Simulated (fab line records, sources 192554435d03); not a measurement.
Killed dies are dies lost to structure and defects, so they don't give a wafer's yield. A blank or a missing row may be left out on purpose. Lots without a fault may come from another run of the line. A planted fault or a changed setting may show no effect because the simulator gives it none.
Which tool did it? | flow n5_finfet | 8 lots, 24 wafers sampled, at 6 steps of a route of 1938

WHAT THE GAUGES READ, wafer by wafer
N5_SD_EPI_N_CD_MEAS_09: target cd 120 nm.
lot  | measured    | on        | cd_nm (nm)
L424 | day 4 01:52 | cd_sem-01 | 118.9 120.0 120.0
L426 | day 4 11:38 | cd_sem-01 | 119.4 120.0 119.4
L429 | day 5 08:30 | cd_sem-03 | 120.6 121.2 120.2
L435 | day 6 18:16 | cd_sem-03 | 108.0 109.0 109.2
L436 | day 7 05:21 | cd_sem-02 | 110.8 111.0 110.7
L437 | day 7 05:31 | cd_sem-01 | 120.3 119.6 120.7
L440 | day 7 23:16 | cd_sem-03 | 119.4 120.4 119.9
L441 | day 8 08:10 | cd_sem-01 | 119.9 119.6 120.2

N5_BEOL_M4_RC_MEAS_101.
lot  | measured     | on        | DIBL_N (mV/V)  | DIBL_P (mV/V)  | IOFF_N (nA/um) | IOFF_P (nA/um) | ION_N (uA/um) | ION_P (uA/um) | SS_N (mV/dec)  | SS_P (mV/dec)  | VT_N (mV)   | VT_P (mV)
L424 | day 9 10:52  | prober-02 | 33.9 37.5 35.4 | 34.9 37.1 36.2 | 0.13 0.19 0.15 | 0.17 0.20 0.19 | 674 668 678   | 461 455 470   | 70.4 72.0 71.5 | 73.2 73.4 73.2 | 254 248 249 | -250.4 -251.0 -250.7
L426 | day 9 23:12  | prober-01 | 35.3 35.7 32.9 | 37.0 36.7 34.1 | 0.15 0.15 0.11 | 0.20 0.20 0.16 | 675 666 668   | 464 459 465   | 71.0 71.3 71.0 | 73.5 73.3 72.7 | 249 253 255 | -252.4 -251.4 -253.0
L429 | day 11 02:52 | prober-01 | 36.3 36.3 39.2 | 36.1 36.3 39.5 | 0.17 0.16 0.24 | 0.20 0.20 0.26 | 683 686 691   | 464 464 459   | 71.6 71.9 72.2 | 73.7 73.7 74.0 | 247 249 244 | -252.8 -252.5 -249.3
L435 | day 12 00:50 | prober-02 | 37.1 34.1 35.4 | 38.8 35.2 36.9 | 0.18 0.12 0.13 | 0.21 0.16 0.17 | 677 658 653   | 459 452 448   | 71.9 70.2 71.9 | 73.7 72.8 72.6 | 249 256 256 | -252.9 -257.1 -255.8
L436 | day 12 11:57 | prober-01 | 35.5 32.1 34.3 | 34.3 31.1 32.7 | 0.13 0.09 0.11 | 0.18 0.13 0.15 | 662 640 664   | 454 441 460   | 70.9 70.4 70.6 | 72.9 72.0 72.1 | 255 259 256 | -251.6 -256.4 -255.7
L437 | day 12 16:12 | prober-02 | 35.5 34.0 36.1 | 37.7 35.7 37.6 | 0.18 0.14 0.17 | 0.22 0.19 0.23 | 683 682 680   | 467 469 457   | 70.6 71.1 71.8 | 73.8 72.9 73.7 | 247 251 247 | -248.6 -251.5 -248.3
L440 | day 12 22:59 | prober-02 | 36.0 33.0 37.4 | 35.9 32.7 36.6 | 0.15 0.11 0.16 | 0.20 0.16 0.21 | 675 668 667   | 461 459 457   | 71.1 70.9 71.4 | 74.0 73.1 73.7 | 252 253 253 | -250.9 -252.0 -251.4
L441 | day 14 04:22 | prober-01 | 36.3 36.6 35.2 | 34.9 36.3 33.6 | 0.15 0.15 0.13 | 0.20 0.22 0.17 | 679 671 661   | 465 459 450   | 71.5 70.9 71.0 | 73.1 73.6 71.9 | 246 249 250 | -251.2 -251.9 -253.3

WHICH TOOL RAN EACH LOT (tool, then ch and the chambers of the sampled wafers, then the start)
lot  | N5_DUMMY_GATE_STRIP_41            | N5_DUMMY_GATE_ETCH_32           | N5_SD_EPI_N_PEB_07               | N5_SD_EPI_N_ETCH_34
L424 | rie_diel-03 ch 1,2,3, day 4 00:19 | rie_si-06 ch 0,1,3, day 4 00:31 | litho_track-01 ch 0, day 4 01:48 | rie_diel-05 ch 0,1,3, day 4 01:59
L426 | rie_diel-03 ch 0,2,3, day 4 09:47 | rie_si-06 ch 1,3, day 4 10:00   | litho_track-03 ch 0, day 4 11:34 | rie_diel-06 ch 1,2, day 4 11:45
L429 | rie_diel-02 ch 0,3, day 5 05:20   | rie_si-05 ch 0,1,3, day 5 05:32 | litho_track-03 ch 0, day 5 08:26 | rie_diel-06 ch 1,2, day 5 08:37
L435 | rie_diel-02 ch 2,3, day 6 16:29   | rie_si-02 ch 0,2,3, day 6 16:41 | litho_track-03 ch 0, day 6 18:12 | rie_diel-05 ch 1,2, day 6 18:25
L436 | rie_diel-04 ch 0,1,2, day 7 01:59 | rie_si-05 ch 2,3, day 7 02:11   | litho_track-03 ch 0, day 7 05:17 | rie_diel-06 ch 1,2,3, day 7 05:53
L437 | rie_diel-04 ch 0,1, day 7 03:43   | rie_si-02 ch 0,2,3, day 7 03:55 | litho_track-04 ch 0, day 7 05:27 | rie_diel-01 ch 2,3, day 7 06:08
L440 | rie_diel-04 ch 1,2, day 7 21:34   | rie_si-06 ch 1,2, day 7 21:46   | litho_track-01 ch 0, day 7 23:11 | rie_diel-06 ch 0,2,3, day 7 23:23
L441 | rie_diel-03 ch 0,3, day 8 06:24   | rie_si-02 ch 0,1,2, day 8 06:36 | litho_track-01 ch 0, day 8 08:05 | rie_diel-05 ch 0,1, day 8 08:17
- N5_DUMMY_GATE_STRIP_41: strips in O2.
- N5_DUMMY_GATE_ETCH_32: etches SiO2 in CF4, target depth 3.5 nm, time 3.9 s.
- N5_SD_EPI_N_PEB_07: peb time 60 s.
- N5_SD_EPI_N_ETCH_34: etches SiARC in CF4, target depth 45.5 nm, time 75.8 s.

WHAT THE TOOLS THEMSELVES READ (means of the sampled wafers that have a number; where no wafer has one, the mark that the record gives instead)
N5_DUMMY_GATE_STRIP_41.
lot  | tool        | drypump_motor_current_A (A) | o2_flow_sccm (sccm) | oes_product_au (a.u.) | rf_vpp_V (V) | showerhead_plenum_p_Torr (Torr) | temp_c (C) | throttle_valve_pct (%)
L424 | rie_diel-03 | 5.8                         | 224.9               | 0.77                  | 3.8          | 2.10                            | 39.95      | 16.56
L426 | rie_diel-03 | 5.8                         | 224.5               | 0.82                  | 3.7          | 2.08                            | 39.98      | 16.53
L429 | rie_diel-02 | 5.2                         | 225.6               | 0.73                  | 3.8          | 2.06                            | 40.07      | 16.98
L435 | rie_diel-02 | 5.5                         | 225.3               | 0.77                  | 3.7          | 2.08                            | 40.00      | 16.94
L436 | rie_diel-04 | 5.5                         | 225.2               | 0.72                  | 3.7          | 2.07                            | 39.98      | 16.74
L437 | rie_diel-04 | 5.4                         | 224.4               | 0.69                  | 3.7          | 2.04                            | 40.03      | 16.82
L440 | rie_diel-04 | 5.6                         | 225.2               | 0.72                  | 3.7          | 2.10                            | 39.94      | 16.65
L441 | rie_diel-03 | 5.6                         | 224.6               | 0.76                  | 3.5          | 2.12                            | 39.94      | 16.58

N5_DUMMY_GATE_ETCH_32.
lot  | tool      | cf4_flow_sccm (sccm) | drypump_motor_current_A (A) | oes_product_au (a.u.) | throttle_valve_pct (%)
L424 | rie_si-06 | 80.10                | 5.9                         | 1.010                 | 22.06
L426 | rie_si-06 | 80.30                | 5.8                         | 1.022                 | 22.07
L429 | rie_si-05 | 80.11                | 6.0                         | 0.984                 | 21.98
L435 | rie_si-02 | 79.77                | 5.5                         | 0.981                 | 21.83
L436 | rie_si-05 | 80.06                | 6.0                         | 1.004                 | 21.67
L437 | rie_si-02 | 80.00                | 5.5                         | 0.987                 | 21.83
L440 | rie_si-06 | 79.92                | 5.7                         | 1.019                 | 21.97
L441 | rie_si-02 | 80.18                | 5.6                         | 0.995                 | 21.64

N5_SD_EPI_N_PEB_07.
lot  | tool           | chill_plate_temp_C (C) | heater_power_total_W (W)
L424 | litho_track-01 | 23.04                  | 173.9
L426 | litho_track-03 | 22.99                  | 173.5
L429 | litho_track-03 | 23.08                  | 175.6
L435 | litho_track-03 | 22.94                  | 209.3
L436 | litho_track-03 | 23.10                  | 210.5
L437 | litho_track-04 | 23.04                  | 176.1
L440 | litho_track-01 | 23.03                  | 175.7
L441 | litho_track-01 | 22.86                  | 176.6

N5_SD_EPI_N_ETCH_34.
lot  | tool        | cf4_flow_sccm (sccm) | drypump_motor_current_A (A) | etch_rf_on_time_s (s) | oes_product_au (a.u.) | rf_vpp_V (V) | showerhead_plenum_p_Torr (Torr) | throttle_valve_pct (%)
L424 | rie_diel-05 | 99.91                | 6.0                         | 75.4                  | 0.69                  | 184.5        | 2.15                            | 15.62
L426 | rie_diel-06 | 99.69                | 6.0                         | 75.3                  | 0.63                  | 183.0        | 2.06                            | 15.71
L429 | rie_diel-06 | 100.05               | 5.5                         | 75.8                  | 0.64                  | 182.4        | 2.07                            | 15.83
L435 | rie_diel-05 | 100.21               | 5.6                         | 77.0                  | 0.59                  | 184.0        | 2.17                            | 15.59
L436 | rie_diel-06 | 99.74                | 5.7                         | 76.1                  | 0.61                  | 182.4        | 2.05                            | 15.83
L437 | rie_diel-01 | 100.03               | 6.0                         | 75.0                  | 0.68                  | 184.9        | 2.15                            | 15.37
L440 | rie_diel-06 | 100.04               | 5.9                         | 76.7                  | 0.60                  | 183.4        | 2.08                            | 15.75
L441 | rie_diel-05 | 99.93                | 6.0                         | 75.7                  | 0.70                  | 183.9        | 2.11                            | 15.46

THE ANSWER, worked out from the rows above alone
Rule: what is usual is taken from the lots themselves. Put in order of their means at a reading, lots are off if they are a third of the lots or fewer, leave a main group of 4 or more, and stand apart from it by a gap of 3 or more times the standard deviation of the main group's means; of several such gaps the widest counts. A main group whose means are all the same, to the digits that the tables above print for the reading, isn't used. A lot without any number at a reading at which 4 lots or more have one is off too. The other lots that the step has rows for count as sound. The gauges are gone through in route order, then the tools' own readings, and for those a lot's mean is taken as printed above. The first step at which some lot is off is used, and at that step the reading that is off furthest; a lot without a number counts as furthest.
Off: L435, L436, at N5_SD_EPI_N_CD_MEAS_09 (cd_nm). The main group: mean 120.0 nm, standard deviation 0.36.
A tool fits if, at a process step before that reading, it ran every lot that is off, and no sound lot after the first of them. The gauges at N5_SD_EPI_N_CD_MEAS_09 aren't tried: what is off there is off at N5_SD_EPI_N_PEB_07 too, on other tools, and a gauge's error can't cause that. One fits: litho_track-03 at N5_SD_EPI_N_PEB_07. Its last sound lot is L429 (day 5 08:26), its first lot that is off L435 (day 6 18:12): a fault that began between those two fits.
The tool's own readings at N5_SD_EPI_N_PEB_07 bear it out: on the lots that are off they differ by more than 5 times the standard deviation of the sound lots' means. heater_power_total_W reads 209.9 W there against 175.2 W on the sound lots.

WHAT THE SIMULATOR HAD PUT IN
Process parameter drift: litho_track-03, from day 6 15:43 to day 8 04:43, at N5_SD_EPI_N_PEB_07. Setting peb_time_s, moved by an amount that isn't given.
Lots struck among those shown: L435, L436. The rule above found the same.
